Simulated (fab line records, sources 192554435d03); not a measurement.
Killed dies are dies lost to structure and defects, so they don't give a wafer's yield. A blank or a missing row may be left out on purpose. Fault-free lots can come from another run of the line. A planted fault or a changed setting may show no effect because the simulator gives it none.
Which tool was responsible? || flow n5 finfet || Sampling: 12 lots, 36 wafers, 4 of 1938 route steps

WHAT THE GAUGES READ, wafer by wafer
N5_DUMMY_GATE_CD_MEAS_50: the cd target is 14 nm.
{"lot": "L075", "measured": "day 3 03:23", "on": "cd sem-02", "cd nm (nm)": "13.9 14.0 14.4"}
{"lot": "L077", "measured": "day 3 16:54", "on": "cd sem-02", "cd nm (nm)": "14.1 13.8 13.7"}
{"lot": "L079", "measured": "day 4 04:06", "on": "cd sem-03", "cd nm (nm)": "13.8 14.0 13.8"}
{"lot": "L081", "measured": "day 4 20:14", "on": "cd sem-03", "cd nm (nm)": "14.1 14.0 14.3"}
{"lot": "L083", "measured": "day 5 08:50", "on": "cd sem-02", "cd nm (nm)": "13.7 13.8 13.5"}
{"lot": "L085", "measured": "day 6 03:29", "on": "cd sem-03", "cd nm (nm)": "13.8 14.1 14.1"}
{"lot": "L087", "measured": "day 6 11:36", "on": "cd sem-02", "cd nm (nm)": "14.2 14.5 14.4"}
{"lot": "L089", "measured": "day 6 19:49", "on": "cd sem-03", "cd nm (nm)": "13.9 13.4 13.9"}
{"lot": "L091", "measured": "day 7 06:33", "on": "cd sem-03", "cd nm (nm)": "13.9 13.9 14.1"}
{"lot": "L093", "measured": "day 7 18:11", "on": "cd sem-03", "cd nm (nm)": "13.8 13.7 13.9"}
{"lot": "L095", "measured": "day 8 07:27", "on": "cd sem-02", "cd nm (nm)": "13.9 14.5 13.8"}
{"lot": "L097", "measured": "day 8 17:00", "on": "cd sem-02", "cd nm (nm)": "14.5 13.8 14.0"}

WHICH TOOL RAN EACH LOT (tool, then ch and the chambers of the sampled wafers, then the start)
{"lot": "L075", "N5_STI_FIN_REVEAL_ALD_14": "ald sin-04 ch 1,3, day 2 09:28", "N5_DUMMY_GATE_ETCH_29": "rie diel-02 ch 0,1,2, day 3 03:04", "N5_DUMMY_GATE_ETCH_37": "rie diel-02 ch 0,1,2, day 3 03:09"}
{"lot": "L077", "N5_STI_FIN_REVEAL_ALD_14": "ald sin-01 ch 1,2,3, day 2 22:31", "N5_DUMMY_GATE_ETCH_29": "rie diel-04 ch 1,3, day 3 16:35", "N5_DUMMY_GATE_ETCH_37": "rie diel-04 ch 1,3, day 3 16:40"}
{"lot": "L079", "N5_STI_FIN_REVEAL_ALD_14": "ald sin-01 ch 1,2,3, day 3 10:25", "N5_DUMMY_GATE_ETCH_29": "rie diel-04 ch 1,2, day 4 03:46", "N5_DUMMY_GATE_ETCH_37": "rie diel-04 ch 1,2, day 4 03:51"}
{"lot": "L081", "N5_STI_FIN_REVEAL_ALD_14": "ald sin-01 ch 1,2, day 3 22:01", "N5_DUMMY_GATE_ETCH_29": "rie diel-06 ch 0,3, day 4 19:56", "N5_DUMMY_GATE_ETCH_37": "rie diel-06 ch 0,3, day 4 20:01"}
{"lot": "L083", "N5_STI_FIN_REVEAL_ALD_14": "ald sin-04 ch 0,2,3, day 4 10:46", "N5_DUMMY_GATE_ETCH_29": "rie diel-02 ch 0,1,2, day 5 08:31", "N5_DUMMY_GATE_ETCH_37": "rie diel-02 ch 0,1,2, day 5 08:36"}
{"lot": "L085", "N5_STI_FIN_REVEAL_ALD_14": "ald sin-03 ch 0,3, day 5 09:01", "N5_DUMMY_GATE_ETCH_29": "rie diel-06 ch 0,3, day 6 03:04", "N5_DUMMY_GATE_ETCH_37": "rie diel-06 ch 0,3, day 6 03:09"}
{"lot": "L087", "N5_STI_FIN_REVEAL_ALD_14": "ald sin-01 ch 0,1,2, day 5 15:12", "N5_DUMMY_GATE_ETCH_29": "rie diel-06 ch 1,2,3, day 6 11:16", "N5_DUMMY_GATE_ETCH_37": "rie diel-06 ch 1,2,3, day 6 11:21"}
{"lot": "L089", "N5_STI_FIN_REVEAL_ALD_14": "ald sin-03 ch 1,2,3, day 5 23:32", "N5_DUMMY_GATE_ETCH_29": "rie diel-04 ch 0,1,2, day 6 19:28", "N5_DUMMY_GATE_ETCH_37": "rie diel-04 ch 0,1,2, day 6 19:33"}
{"lot": "L091", "N5_STI_FIN_REVEAL_ALD_14": "ald sin-01 ch 1,2,3, day 6 12:04", "N5_DUMMY_GATE_ETCH_29": "rie diel-04 ch 0,1,3, day 7 06:14", "N5_DUMMY_GATE_ETCH_37": "rie diel-04 ch 0,1,3, day 7 06:19"}
{"lot": "L093", "N5_STI_FIN_REVEAL_ALD_14": "ald sin-01 ch 1,2, day 6 23:05", "N5_DUMMY_GATE_ETCH_29": "rie diel-04 ch 0,1,3, day 7 17:52", "N5_DUMMY_GATE_ETCH_37": "rie diel-04 ch 0,1,3, day 7 17:57"}
{"lot": "L095", "N5_STI_FIN_REVEAL_ALD_14": "ald sin-01 ch 1,3, day 7 12:54", "N5_DUMMY_GATE_ETCH_29": "rie diel-06 ch 0,2, day 8 07:08", "N5_DUMMY_GATE_ETCH_37": "rie diel-06 ch 0,2, day 8 07:13"}
{"lot": "L097", "N5_STI_FIN_REVEAL_ALD_14": "ald sin-03 ch 1,2, day 7 22:44", "N5_DUMMY_GATE_ETCH_29": "rie diel-04 ch 0,1, day 8 16:41", "N5_DUMMY_GATE_ETCH_37": "rie diel-04 ch 0,1, day 8 16:46"}
- N5_STI_FIN_REVEAL_ALD_14: deposits Si3N4, target thk 3 nm.
- N5_DUMMY_GATE_ETCH_29: etches underlayer in N2/H2, target depth 13 nm.
- N5_DUMMY_GATE_ETCH_37: etches SOC in N2/H2, target depth 60 nm, overetch 30 nm.

THE ANSWER, worked out from the rows above alone
Rule: the usual values come from the lots themselves. The widest of any qualifying gaps counts: lots, ordered by their means at a reading, are off when they make up no more than a third of the lots, leave a main group of 4 or more, and stand apart from it by 3 or more times the standard deviation of that group's means. The tables above print the reading to a certain number of digits; a main group whose means all agree to those digits is not used. A lot without any number at a reading at which 4 lots or more have one is off too. Where the step has rows for the other lots, those lots are counted as sound.
No lot is off at any reading shown: from this, nothing can be told.

WHAT THE SIMULATOR HAD INSERTED
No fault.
